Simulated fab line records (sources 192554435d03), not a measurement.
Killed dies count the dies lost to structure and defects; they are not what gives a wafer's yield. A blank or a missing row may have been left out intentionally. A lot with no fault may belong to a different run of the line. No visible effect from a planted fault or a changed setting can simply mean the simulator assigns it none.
Lot-split experiment | flow n5_finfet | route with 1938 steps; 7 lots, 21 wafers read

ABOUT THE SPLIT
At N5_DUMMY_GATE_COAT_34 (time 60 s, resist thk 60 nm), the setting spin_rpm was moved away from the recipe's 1500 rpm on 10 of the 21 wafers read, by -9.7% to +8.0%. All remaining wafers had this setting at the recipe value.

FROM THE SPLIT TO THE READING: what the file shows between them, 12 steps
- N5_DUMMY_GATE_EXPOSE_12: exposes mask GATE, target cd 25 nm (also split here: dose_mj)
- N5_DUMMY_GATE_PEB_13: peb time 60 s
- N5_DUMMY_GATE_DEVELOP_14: develop time 30 s
- N5_DUMMY_GATE_CD_MEAS_15: target cd 25.8 nm
- N5_DUMMY_GATE_ETCH_29: etches underlayer in N2/H2, target depth 13 nm
- N5_DUMMY_GATE_ETCH_36: etches SiARC in CF4, target depth 13 nm
- N5_DUMMY_GATE_ETCH_37: etches SOC in N2/H2, target depth 60 nm, overetch 30 nm
- N5_DUMMY_GATE_STRIP_38: strips in N2/H2
- N5_DUMMY_GATE_STRIP_39: strips in N2/H2
- N5_DUMMY_GATE_TRIM_49: chemistry O2, time 29 s, target cd 14 nm
- N5_DUMMY_GATE_STRIP_40: strips in CF4
- N5_DUMMY_GATE_CD_MEAS_50: target cd 14 nm

THE READING
SOC_of_DUMMY_GATE_COAT_34.thk_nm (the simulator's own value, which no gauge read), in nm, at N5_DUMMY_GATE_ETCH_31 (etches SiO2 in C4F6/O2, target depth 82.5 nm, time 27.5 s). There is no usual value for it anywhere in the file. The 11 wafers here that ran the recipe average 51.8 nm, standard deviation 0.23 nm.

wafer  | tool, chamber at the split | spin_rpm as run, rpm | against the recipe | SOC_of_DUMMY_GATE_COAT_34.thk_nm, nm | against lot-mates on the recipe
L074.3 | litho_track-02, 0          | 1500                 | recipe             | 51.8                                 | -
L074.4 | litho_track-02, 0          | 1620                 | +8.0%              | 49.4                                 | -2.4
L074.6 | litho_track-02, 0          | 1620                 | +8.0%              | 49.4                                 | -2.4
L077.1 | litho_track-03, 0          | 1500                 | recipe             | 51.6                                 | -
L077.2 | litho_track-03, 0          | 1423                 | -5.1%              | 53.4                                 | +1.8
L077.5 | litho_track-03, 0          | 1423                 | -5.1%              | 53.4                                 | +1.8
L078.3 | litho_track-03, 0          | 1500                 | recipe             | 52.2                                 | -
L078.5 | litho_track-03, 0          | 1354                 | -9.7%              | 54.8                                 | +2.8
L078.6 | litho_track-03, 0          | 1500                 | recipe             | 51.8                                 | -
L081.1 | litho_track-03, 0          | 1500                 | recipe             | 51.8                                 | -
L081.2 | litho_track-03, 0          | 1500                 | recipe             | 51.8                                 | -
L081.4 | litho_track-03, 0          | 1500                 | recipe             | 52                                   | -
L082.4 | litho_track-01, 0          | 1384                 | -7.7%              | 54.6                                 | no lot-mate on the recipe
L082.6 | litho_track-01, 0          | 1384                 | -7.7%              | 54.6                                 | no lot-mate on the recipe
L082.5 | litho_track-01, 0          | 1384                 | -7.7%              | 54.4                                 | no lot-mate on the recipe
L084.2 | litho_track-02, 0          | 1500                 | recipe             | 51.8                                 | -
L084.5 | litho_track-02, 0          | 1397                 | -6.9%              | 54                                   | +2.0
L084.6 | litho_track-02, 0          | 1500                 | recipe             | 52.2                                 | -
L095.1 | litho_track-02, 0          | 1607                 | +7.1%              | 49.8                                 | -1.7
L095.2 | litho_track-02, 0          | 1500                 | recipe             | 51.4                                 | -
L095.3 | litho_track-02, 0          | 1500                 | recipe             | 51.6                                 | -

FIT RESULTS
A straight line over all 21 wafers: SOC_of_DUMMY_GATE_COAT_34.thk_nm changes by -0.316 nm for each +1% of spin_rpm; r = -0.99; the points scatter about the line by 0.21 nm.
The same after taking each lot's own level away (the mean of its wafers on the recipe; 18 wafers): -0.294 nm for each +1%; r = -0.99; scatter 0.18 nm.
On that fit, the largest move of spin_rpm shifts the reading by 2.9 nm.
Across the lots, their own levels run from 51.50 to 52.00 nm, a range of 2.1 times the standard deviation given above.
The two slopes agree, so the slope changes little with the lot-to-lot level.
Check: with one of the wafers moved furthest among these (-9.7%) left out of the fit, the line predicts +2.95 nm for it against its lot-mates. It came out at +2.8 nm against them.

THE OTHER SPLITS THESE WAFERS WENT THROUGH
These wafers also went through other splits before the reading. Each is held against what the fit with the lots' levels taken away leaves over:
other split on the same wafers                    | wafers away from the commonest value | r with SOC_of_DUMMY_GATE_COAT_34.thk_nm (lot level and that fit taken away)
N5_PMOS_HMC_CHANNEL_EPI_HM_DEP_34 time_s          | 6                                    | +0.23
N5_PMOS_HMC_CHANNEL_EPI_PEB_07 peb_time_s         | 7                                    | -0.41
N5_PMOS_HMC_CHANNEL_EPI_DEVELOP_08 develop_time_s | 6                                    | +0.04
N5_FIN_CUT_ETCH_21 bias_w                         | 5                                    | +0.04
N5_DUMMY_GATE_EXPOSE_12 dose_mj                   | 5                                    | -0.57

THE WHOLE CHAIN: every reading that the file lists as answering this split, in the file's order
step                  | what it does                                              | reading                                                                           | change (the file's fit)               | r (the file's)
N5_DUMMY_GATE_COAT_34 | time 60 s, resist thk 60 nm                               | SOC_of_DUMMY_GATE_COAT_34.thk_nm (the simulator's own value, which no gauge read) | -0.303 nm for each +1% of the setting | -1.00
N5_DUMMY_GATE_ETCH_37 | etches SOC in N2/H2, target depth 60 nm, overetch 30 nm   | etch.depth_nm (the simulator's own value, which no gauge read)                    | -0.302 nm for each +1% of the setting | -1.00
N5_DUMMY_GATE_ETCH_31 | etches SiO2 in C4F6/O2, target depth 82.5 nm, time 27.5 s | SOC_of_DUMMY_GATE_COAT_34.thk_nm (the simulator's own value, which no gauge read) | -0.288 nm for each +1% of the setting | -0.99

THE FILE'S OWN FIT
SOC_of_DUMMY_GATE_COAT_34.thk_nm changes by -0.288 nm for each +1% of spin_rpm, r = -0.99.
